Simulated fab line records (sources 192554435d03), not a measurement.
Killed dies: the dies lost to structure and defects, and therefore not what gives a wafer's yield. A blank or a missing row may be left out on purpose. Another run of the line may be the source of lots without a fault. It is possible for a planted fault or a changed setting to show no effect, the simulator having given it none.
Split-lot trial | flow n5 finfet | 7 lots, 21 wafers read, on a route of 1938 steps

THE SPLIT ITSELF
At N5_FIN_SAQP_COAT_50 (time 60 s, resist thk 35 nm), the setting spin rpm was moved away from the recipe's 1500 rpm on 9 of the 21 wafers read, by -11.1% to -4.0%. All remaining wafers had this setting at the recipe value.

FROM THE SPLIT TO THE READING: what the file shows between them, 4 steps
- N5_FIN_SAQP_COAT_10: resist thk 90 nm
- N5_FIN_SAQP_EBR_12
- N5_FIN_SAQP_DESCUM_21: chemistry O2, time 7.9 s
- N5_FIN_SAQP_ETCH_51: etches SiARC in CF4, target depth 45.5 nm, time 75.8 s

THE READING
SiARC_of_FIN_SAQP_COAT_50.thk nm (the simulator's own value, which no gauge read), in nm, at N5_FIN_SAQP_ETCH_52 (etches SOC in N2/H2, target depth 100 nm, overetch 20 nm, time 150 s). The file does not state a usual value for it. Average 28.96 nm, standard deviation 0.3 nm, over the 12 wafers here run with the recipe.

wafer  | tool, chamber at the split | spin rpm as run, rpm | against the recipe | SiARC_of_FIN_SAQP_COAT_50.thk nm, nm | against lot-mates on the recipe
L075.1 | litho track-02, 0          | 1334                 | -11.1%             | 30.97                                | +1.78
L075.2 | litho track-02, 0          | 1334                 | -11.1%             | 31.48                                | +2.29
L075.6 | litho track-02, 0          | 1500                 | recipe             | 29.19                                | -
L077.2 | litho track-03, 0          | 1400                 | -6.7%              | 30.75                                | +2.13
L077.5 | litho track-03, 0          | 1500                 | recipe             | 28.62                                | -
L077.6 | litho track-03, 0          | 1400                 | -6.7%              | 30.11                                | +1.49
L081.1 | litho track-05, 0          | 1500                 | recipe             | 29.26                                | -
L081.3 | litho track-05, 0          | 1500                 | recipe             | 29.15                                | -
L081.6 | litho track-05, 0          | 1346                 | -10.3%             | 31.04                                | +1.84
L083.3 | litho track-03, 0          | 1500                 | recipe             | 28.49                                | -
L083.4 | litho track-03, 0          | 1500                 | recipe             | 29.12                                | -
L083.5 | litho track-03, 0          | 1500                 | recipe             | 29.3                                 | -
L084.1 | litho track-03, 0          | 1403                 | -6.5%              | 30.6                                 | +1.73
L084.5 | litho track-03, 0          | 1500                 | recipe             | 28.87                                | -
L084.6 | litho track-03, 0          | 1403                 | -6.5%              | 29.7                                 | +0.83
L095.1 | litho track-05, 0          | 1500                 | recipe             | 28.92                                | -
L095.2 | litho track-05, 0          | 1500                 | recipe             | 29.41                                | -
L095.3 | litho track-05, 0          | 1500                 | recipe             | 28.63                                | -
L096.1 | litho track-05, 0          | 1440                 | -4.0%              | 30.21                                | +1.59
L096.4 | litho track-05, 0          | 1500                 | recipe             | 28.62                                | -
L096.6 | litho track-05, 0          | 1440                 | -4.0%              | 29.86                                | +1.24

THE FIT
A straight line over all 21 wafers: SiARC_of_FIN_SAQP_COAT_50.thk nm changes by -0.204 nm for each +1% of spin rpm; r = -0.93; the points scatter about the line by 0.33 nm.
The same after taking each lot's own level away (the mean of its wafers on the recipe; 21 wafers): -0.2 nm for each +1%; r = -0.91; scatter 0.38 nm.
According to that fit, moving spin rpm by its largest amount changes the reading by 2.2 nm.
The span of the lots' own levels, 28.620 to 29.205 nm, comes to 1.9 times the standard deviation stated above.
So the lot-to-lot level changes the slope little: the two slopes agree.
Check: for one of the wafers moved furthest among these (-11.1%), held out of the fit, the line's prediction against its lot-mates is +2.44 nm. It came out at +1.78 nm against them.

OTHER SPLITS ON THESE WAFERS
Other splits were also applied to these wafers ahead of the reading. Each is held against what the fit with the lots' levels taken away leaves over:
other split on the same wafers  | wafers away from the commonest value | r with SiARC_of_FIN_SAQP_COAT_50.thk nm (lot level and that fit taken away)
N5_ZERO_LAYER_EXPOSE_08 dose mj | 7                                    | +0.18
N5_ZERO_LAYER_DESCUM_16 time s  | 10                                   | -0.14
N5_FIN_SAQP_HM_DEP_03 time s    | 10                                   | +0.05

THE WHOLE CHAIN: every reading that the file lists as answering this split, in the file's order
step                | what it does                                                         | reading                                                                             | change (the file's fit)               | r (the file's)
N5_FIN_SAQP_COAT_50 | time 60 s, resist thk 35 nm                                          | SiARC_of_FIN_SAQP_COAT_50.thk nm (the simulator's own value, which no gauge read)   | -0.187 nm for each +1% of the setting | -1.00
N5_FIN_SAQP_ETCH_51 | etches SiARC in CF4, target depth 45.5 nm, time 75.8 s               | etch.depth nm (the simulator's own value, which no gauge read)                      | -0.187 nm for each +1% of the setting | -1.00
N5_FIN_SAQP_ETCH_51 | etches SiARC in CF4, target depth 45.5 nm, time 75.8 s               | CAR-ArF_of_FIN_SAQP_COAT_10.thk nm (the simulator's own value, which no gauge read) | +0.187 nm for each +1% of the setting | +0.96
N5_FIN_SAQP_ETCH_52 | etches SOC in N2/H2, target depth 100 nm, overetch 20 nm, time 150 s | SiARC_of_FIN_SAQP_COAT_50.thk nm (the simulator's own value, which no gauge read)   | -0.204 nm for each +1% of the setting | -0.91

THE FILE'S OWN FIT
SiARC_of_FIN_SAQP_COAT_50.thk nm changes by -0.204 nm for each +1% of spin rpm, r = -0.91.
